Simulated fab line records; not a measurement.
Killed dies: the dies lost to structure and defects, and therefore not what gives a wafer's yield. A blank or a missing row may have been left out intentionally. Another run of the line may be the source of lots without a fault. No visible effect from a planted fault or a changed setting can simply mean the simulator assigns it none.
Matching of chambers + flow n5 finfet + N5_BEOL_M10_DESCUM_16 on rie diel-01 has 4 sister chambers
The step chemistry O2, time 7.9 s. 8 wafers are shown with their chamber, then 10 later ones without.

== WAFERS WITH THEIR CHAMBER ==
| wafer  | chamber | throttle valve pct (%) | showerhead plenum p Torr (Torr) |
|--------|---------|------------------------|---------------------------------|
| L077.2 | 1       | 21.11                  | 1.99                            |
| L080.2 | 1       | 21.11                  | 1.99                            |
| L080.6 | 3       | 20.57                  | 2.07                            |
| L083.3 | 2       | 20.64                  | 2.07                            |
| L083.5 | 3       | 20.59                  | 2.07                            |
| L083.6 | 0       | 20.38                  | 2.14                            |
| L081.1 | 2       | 20.67                  | 2.06                            |
| L081.4 | 0       | 20.40                  | 2.14                            |

== WAFERS WITHOUT THEIR CHAMBER ==
| wafer  | throttle valve pct (%) | showerhead plenum p Torr (Torr) |
|--------|------------------------|---------------------------------|
| L081.5 | 20.59                  | 2.07                            |
| L089.2 | 20.79                  | 2.25                            |
| L089.5 | 20.20                  | 2.06                            |
| L089.6 | 20.77                  | 2.25                            |
| L090.1 | 20.23                  | 2.06                            |
| L090.3 | 20.43                  | 2.13                            |
| L090.4 | 20.80                  | 2.25                            |
| L093.1 | 20.22                  | 2.06                            |
| L093.2 | 20.79                  | 2.25                            |
| L093.4 | 20.22                  | 2.06                            |

== THE CHAMBER EACH PASSED THROUGH ==
| wafer  | from the rows above     | in truth                   |
|--------|-------------------------|----------------------------|
| L081.5 | 3                       | 3                          |
| L089.2 | 0                       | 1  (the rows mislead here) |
| L089.5 | can't be placed: 0 or 3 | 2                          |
| L089.6 | 0                       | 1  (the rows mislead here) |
| L090.1 | can't be placed: 3 or 0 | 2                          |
| L090.3 | 0                       | 0                          |
| L090.4 | 0                       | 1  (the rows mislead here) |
| L093.1 | can't be placed: 3 or 0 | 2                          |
| L093.2 | 0                       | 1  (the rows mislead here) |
| L093.4 | can't be placed: 3 or 0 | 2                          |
Correct placement for 2 of the 10. Unplaceable from these rows: 4, with the true chamber sitting among the candidates in 0. Wrongly placed: 4.
How it was worked out, from the rows above alone: a wafer's distance from a chamber is the root of the sum, over the readings, of the square of ((its reading less the chamber's mean) divided by the reading's scatter). If the next closest chamber is less than 2 further off than the closest, the wafer can't be placed; otherwise it belongs to the closest. Each chamber's mean is taken over the wafers shown for it. How the scatter is found: for the shown wafers, subtract from each reading the mean of its chamber, square and add these, divide the total by (wafers less chambers), then take the root.
